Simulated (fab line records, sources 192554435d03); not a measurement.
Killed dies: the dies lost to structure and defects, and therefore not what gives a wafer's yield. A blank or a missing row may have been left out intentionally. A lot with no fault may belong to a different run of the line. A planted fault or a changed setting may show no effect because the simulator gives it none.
fab line records ; flow n5_finfet ; part 2 of 2: steps 19 to 28 of 28
record: lots: 5; wafers: 15; last_day: 17
route steps=1938 shown BEOL_M8@1369
lots that met no fault: taken from a fault-free run of the same line
start_h: hours from the record's opening day to when the first of the lot's shown wafers began ; wait_h: hours from the lot's prior step to this one ; " same as the row above ; L1.1+2: a row that stands for several wafers ; - no value present, or no start provided ; * or withheld: withheld ; < > ~ a bound
route shown NAME@n: NAME is a module with steps in the file, n the number in the route of the first one ; usual: the fault-free wafers' mean and standard deviation ; same: alike in all rows ; chamber/n: place in a boat ; sites: each site's reading ; _std_site: their standard deviation ; _edge_site: outer sites' mean less inner sites' ; radius_mm: how far each site lies from the wafer's centre ; mask NAME#n: copy n ; behind: the last tool/chamber to shape the wafer ; hold: why the lot went on hold/how many hours it stayed there/how the hold came to an end ; device: the n, p or np transistor that did not switch ; end of line: tests of these same wafers at the route's end ; step lacking rows: just its recipe ; killed: at the first sort, the dies lost to defects and structure; wafer yield is something else ; map: dies across one wafer; x = killed, . = not, _ = none there
set.NAME: the setting the step ran with; set.NAME@STEP: the setting that earlier step ran with ; model.NAME: the simulator's own value behind a step, which no gauge read
certain route steps with their lots: each step a table, each wafer a row
services: the hour from which a tool's chamber was out of use, counted from the record's first day as start_h (under 0 if before that day), plus the number of hours and why
== steps ==
step: N5_BEOL_M8_DEGAS_44
recipe: ambient: vacuum; temp_c: 250; time_s: 60
usual: heater_power_w: 338/23
lot.wafer;tool;chamber;start_h;wait_h;heater_power_w
L078.1;pvd_sputter-03;-;244.97;0.5;325
L078.3;pvd_sputter-03;-;244.97;0.5;358
L078.6;pvd_sputter-03;-;244.97;0.5;342
L083.1;pvd_sputter-01;-;273.71;0.6;299
L083.3;pvd_sputter-01;-;273.71;0.6;348
L083.6;pvd_sputter-01;-;273.71;0.6;346
L086.3;pvd_sputter-03;-;296.84;0.8;366
L086.4;pvd_sputter-03;-;296.84;0.8;325
L086.6;pvd_sputter-03;-;296.84;0.8;368
L090.2;pvd_sputter-01;-;316.96;0.5;344
L090.3;pvd_sputter-01;-;316.96;0.5;294
L090.4;pvd_sputter-01;-;316.96;0.5;328
L095.2;pvd_sputter-03;-;343.78;0.7;361
L095.3;pvd_sputter-03;-;343.78;0.7;334
L095.4;pvd_sputter-03;-;343.78;0.7;344
step: N5_BEOL_M8_PRE_CLEAN_45
recipe: gas: H2/He; time_s: 30; temp_c: 250
usual: heater_power_w: 338/22
lot.wafer;tool;chamber;start_h;wait_h;heater_power_w
L078.1;pvd_sputter-03;-;245.01;0.0;342
L078.3;pvd_sputter-03;-;245.01;0.0;359
L078.6;pvd_sputter-03;-;245.01;0.0;340
L083.1;pvd_sputter-01;-;273.75;0.0;304
L083.3;pvd_sputter-01;-;273.75;0.0;362
L083.6;pvd_sputter-01;-;273.75;0.0;347
L086.3;pvd_sputter-03;-;296.88;0.0;357
L086.4;pvd_sputter-03;-;296.88;0.0;331
L086.6;pvd_sputter-03;-;296.88;0.0;356
L090.2;pvd_sputter-01;-;317.00;0.0;348
L090.3;pvd_sputter-01;-;317.00;0.0;309
L090.4;pvd_sputter-01;-;317.00;0.0;335
L095.2;pvd_sputter-03;-;343.82;0.0;364
L095.3;pvd_sputter-03;-;343.82;0.0;332
L095.4;pvd_sputter-03;-;343.82;0.0;334
step: N5_BEOL_M8_ALD_77
recipe: material: TaN; target_thk_a: 20; temp_c: 275; ald_precursor_family: PDMAT; ald_co_reactant: NH3; pressure_torr: 3; carrier_flow_sccm: 1500; pulse_time_s: 2; purge_time_s: 3; co_reactant_purge_time_s: 2; co_reactant_pulse_time_s: 3; ald_cycles: 40; precursor_vessel_temp_c: 75; precursor_vessel_pressure_torr: 26.25; precursor_vessel_carrier_sccm: 1000
usual: heater_power_w: 413/31
same: pulse_time_s: 2
lot.wafer;tool;chamber;start_h;wait_h;heater_power_w
L078.1;ald_metal-03;1;245.25;0.2;479
L078.3;ald_metal-03;2;245.25;0.2;473
L078.6;ald_metal-03;3;245.25;0.2;425
L083.1;ald_metal-02;0;274.04;0.3;384
L083.3;ald_metal-02;2;274.04;0.3;388
L083.6;ald_metal-02;2;274.04;0.3;374
L086.3;ald_metal-01;1;296.94;0.0;404
L086.4;ald_metal-01;0;296.94;0.0;405
L086.6;ald_metal-01;1;296.94;0.0;401
L090.2;ald_metal-02;0;317.06;0.0;402
L090.3;ald_metal-02;1;317.06;0.0;399
L090.4;ald_metal-02;3;317.06;0.0;427
L095.2;ald_metal-02;0;344.11;0.3;399
L095.3;ald_metal-02;3;344.11;0.3;428
L095.4;ald_metal-02;2;344.11;0.3;380
step: N5_BEOL_M8_SURFACE_TREAT_79
recipe: gas: Ar; time_s: *; ion_energy_ev: *; ion_current_ma_cm2: 0.5; pressure_mtorr: *; ar_flow_sccm: 30
usual: throttle_valve_pct: *
lot.wafer;tool;chamber;start_h;wait_h;throttle_valve_pct
L078.1;pvd_sputter-01;-;245.62;0.2;*
L078.3;pvd_sputter-01;-;245.62;0.2;*
L078.6;pvd_sputter-01;-;245.62;0.2;*
L083.1;pvd_sputter-01;-;274.45;0.3;*
L083.3;pvd_sputter-01;-;274.45;0.3;*
L083.6;pvd_sputter-01;-;274.45;0.3;*
L086.3;pvd_sputter-03;-;297.28;0.2;*
L086.4;pvd_sputter-03;-;297.28;0.2;*
L086.6;pvd_sputter-03;-;297.28;0.2;*
L090.2;pvd_sputter-01;-;317.41;0.2;*
L090.3;pvd_sputter-01;-;317.41;0.2;*
L090.4;pvd_sputter-01;-;317.41;0.2;*
L095.2;pvd_sputter-02;-;344.44;0.2;*
L095.3;pvd_sputter-02;-;344.44;0.2;*
L095.4;pvd_sputter-02;-;344.44;0.2;*
step: N5_BEOL_M8_CVD_78
recipe: material: Co; target_thk_a: 20; temp_c: withheld; precursor: CCTBA/H2; pressure_torr: 30; time_s: 142.3
lot.wafer;tool;chamber;start_h;wait_h
L078.1+3+6;cvd_co-02;0,1,0;245.68;0.0
L083.1+3+6;cvd_co-01;1,0,0;274.51;0.0
L086.3+4+6;cvd_co-02;0,0,1;297.34;0.0
L090.2+3+4;cvd_co-02;1,0,2;317.47;0.0
L095.2+3+4;cvd_co-02;2,0,1;344.74;0.3
step: N5_BEOL_M8_SPUTTER_48
recipe: material: Cu; target_thk_a: 100; temp_c: -20; bias_v: 60; power_w: 26000; chamber_pressure_pa: 0.13; time_s: 1.667
usual: throttle_valve_pct: 30.6/0.77
lot.wafer;tool;chamber;start_h;wait_h;throttle_valve_pct
L078.1;pvd_sputter-01;-;246.30;0.6;30.6
L078.3;pvd_sputter-01;-;246.30;0.6;29.9
L078.6;pvd_sputter-01;-;246.30;0.6;30.0
L083.1;pvd_sputter-01;-;274.65;0.1;29.9
L083.3;pvd_sputter-01;-;274.65;0.1;31.9
L083.6;pvd_sputter-01;-;274.65;0.1;31.5
L086.3;pvd_sputter-02;-;297.58;0.2;29.9
L086.4;pvd_sputter-02;-;297.58;0.2;30.5
L086.6;pvd_sputter-02;-;297.58;0.2;29.9
L090.2;pvd_sputter-03;-;317.62;0.1;29.3
L090.3;pvd_sputter-03;-;317.62;0.1;29.1
L090.4;pvd_sputter-03;-;317.62;0.1;31.0
L095.2;pvd_sputter-02;-;345.02;0.2;30.6
L095.3;pvd_sputter-02;-;345.02;0.2;29.8
L095.4;pvd_sputter-02;-;345.02;0.2;30.5
step: N5_BEOL_M8_ECD_50
recipe: material: Cu; target_thk_a: 3000
lot.wafer;tool;chamber;start_h;wait_h
L078.1+3+6;ecd_cu-01;1;246.42;0.1
L083.1+3+6;ecd_cu-02;1,0,0;274.77;0.1
L086.3+4+6;ecd_cu-02;1,0,0;297.72;0.1
L090.2+3+4;ecd_cu-01;1,0,1;317.74;0.1
L095.2+3+4;ecd_cu-02;0,1,0;345.15;0.1
step: N5_BEOL_M8_ANNEAL_51
recipe: temp_c: 225; time_s: 90; ambient: N2
usual: anneal_temp_c: 225.05/0.16; wafer_temp_C_max: 225.83/0.26
lot.wafer;tool;chamber;start_h;wait_h;anneal_temp_c;wafer_temp_C_max
L078.1;rtp_anneal-02;0;246.64;0.2;224.99;225.86
L078.3;rtp_anneal-02;0;246.64;0.2;225.14;225.76
L078.6;rtp_anneal-02;0;246.64;0.2;225.14;225.91
L083.1;rtp_anneal-01;0;275.19;0.4;225.14;225.91
L083.3;rtp_anneal-01;0;275.19;0.4;225.36;225.72
L083.6;rtp_anneal-01;0;275.19;0.4;225.16;225.83
L086.3;rtp_anneal-01;0;298.07;0.3;225.18;225.85
L086.4;rtp_anneal-01;0;298.07;0.3;225.09;226.28
L086.6;rtp_anneal-01;0;298.07;0.3;225.15;226.38
L090.2;rtp_anneal-01;0;318.95;1.2;225.01;225.67
L090.3;rtp_anneal-01;0;318.95;1.2;225.19;225.65
L090.4;rtp_anneal-01;0;318.95;1.2;224.99;225.74
L095.2;rtp_anneal-01;0;345.91;0.7;224.95;225.57
L095.3;rtp_anneal-01;0;345.91;0.7;225.08;225.51
L095.4;rtp_anneal-01;0;345.91;0.7;225.07;225.61
step: N5_BEOL_M8_CMP_52
recipe: stop_on: SiCOH_lowk; t_overpolish_s: 6.9; down_force_psi: 1; platen_rpm: 50; clearing_platen_down_force_psi: 1.5; clearing_platen_rpm: 50; post_cmp_clean: cu_alkaline; target_thk_nm: 80; clearing_platen_pad_velocity_m_s: 0.99484; pad_velocity_m_s: 0.99484
usual: barrier_field_endpoint_s: 28.8/0.92; motor_current_A: 6.0/0.53; overpolish_run_s: 6.898/0.0087; slurry_flow_ml_min: 150.0/0.51; time_to_endpoint_s: 61/4.1
lot.wafer;tool;chamber;start_h;wait_h;barrier_field_endpoint_s;motor_current_A;overpolish_run_s;slurry_flow_ml_min;time_to_endpoint_s
L078.1;cmp-04;2;246.93;0.3;29.5;6.5;6.901;151.3;66
L078.3;cmp-04;3;246.93;0.3;27.7;5.7;6.906;150.0;56
L078.6;cmp-04;2;246.93;0.3;29.2;6.1;6.907;150.8;64
L083.3;cmp-04;3;275.48;0.2;28.1;5.8;6.917;149.7;54
L083.1;cmp-04;2;275.48;0.2;30.3;6.5;6.885;149.8;66
L083.6;cmp-04;0;275.48;0.2;29.1;6.4;6.883;150.2;59
L086.3;cmp-02;1;298.28;0.2;31.2;5.8;6.901;150.5;66
L086.4;cmp-02;2;298.28;0.2;29.2;6.5;6.894;150.2;60
L086.6;cmp-02;2;298.28;0.2;28.8;6.2;6.915;149.6;64
L090.4;cmp-02;3;319.20;0.1;28.9;5.2;6.903;150.1;62
L090.2;cmp-02;0;319.20;0.1;29.0;5.8;6.888;150.3;63
L090.3;cmp-02;1;319.20;0.1;28.4;5.8;6.898;151.0;64
L095.3;cmp-01;2;346.16;0.2;29.0;6.2;6.889;150.6;59
L095.4;cmp-01;3;346.16;0.2;28.6;5.6;6.902;150.5;58
L095.2;cmp-01;1;346.16;0.2;30.1;7.2;6.883;150.5;63
step: N5_BEOL_M8_THK_MEAS_53
recipe: thk_meas_gauge: xrf; reads: Cu_of_BEOL_M8_ECD_50
usual: M8_THK: 81.1/2.7
lot.wafer;tool;chamber;start_h;wait_h;M8_THK[nm]
L078.1;film_metro-02;-;247.23;-;85.0
L078.3;film_metro-02;-;247.23;-;84.1
L078.6;film_metro-02;-;247.23;-;87.1
L083.1;film_metro-02;-;275.78;-;83.6
L083.3;film_metro-02;-;275.78;-;79.8
L083.6;film_metro-02;-;275.78;-;82.5
L086.3;film_metro-02;-;298.57;-;85.3
L086.4;film_metro-02;-;298.57;-;83.6
L086.6;film_metro-02;-;298.57;-;81.3
L090.2;film_metro-02;-;319.49;-;80.5
L090.3;film_metro-02;-;319.49;-;83.9
L090.4;film_metro-02;-;319.49;-;81.5
L095.2;film_metro-01;-;346.46;-;80.9
L095.3;film_metro-01;-;346.46;-;78.5
L095.4;film_metro-01;-;346.46;-;81.6
== services ==
tool;chamber;start_h;hours;kind
ald_metal-02;-;238.32;2.8;pm
cmp-02;-;240.93;4.0;pm
cmp-04;-;242.38;4.0;pm
rie_diel-03;-;253.52;0.4;repair
ald_metal-02;1;259.77;20.7;repair
rie_diel-05;0;265.47;8.7;repair
rie_diel-05;2;279.25;2.4;repair
uv_cure-03;-;280.33;3.0;repair
cmp-04;-;285.10;1.0;repair
rie_diel-05;0;287.52;1.8;repair
rie_diel-01;3;288.67;23.6;repair
pvd_sputter-02;-;288.91;7.9;repair
rie_diel-05;1;290.79;6.3;repair
rie_diel-03;0;293.22;10.1;repair
uv_cure-01;-;298.16;1.0;pm
ecd_cu-01;-;303.12;0.4;repair
pvd_sputter-02;-;303.50;6.2;repair
rie_diel-01;0;317.16;9.8;repair
rie_diel-05;1;317.84;8.7;repair
cmp-04;-;322.56;3.9;pm
wet_bench-05;-;332.96;3.9;repair
rie_diel-03;0;336.21;4.9;repair
cvd_co-02;1;339.11;4.6;repair
ecd_cu-02;-;340.41;2.5;repair
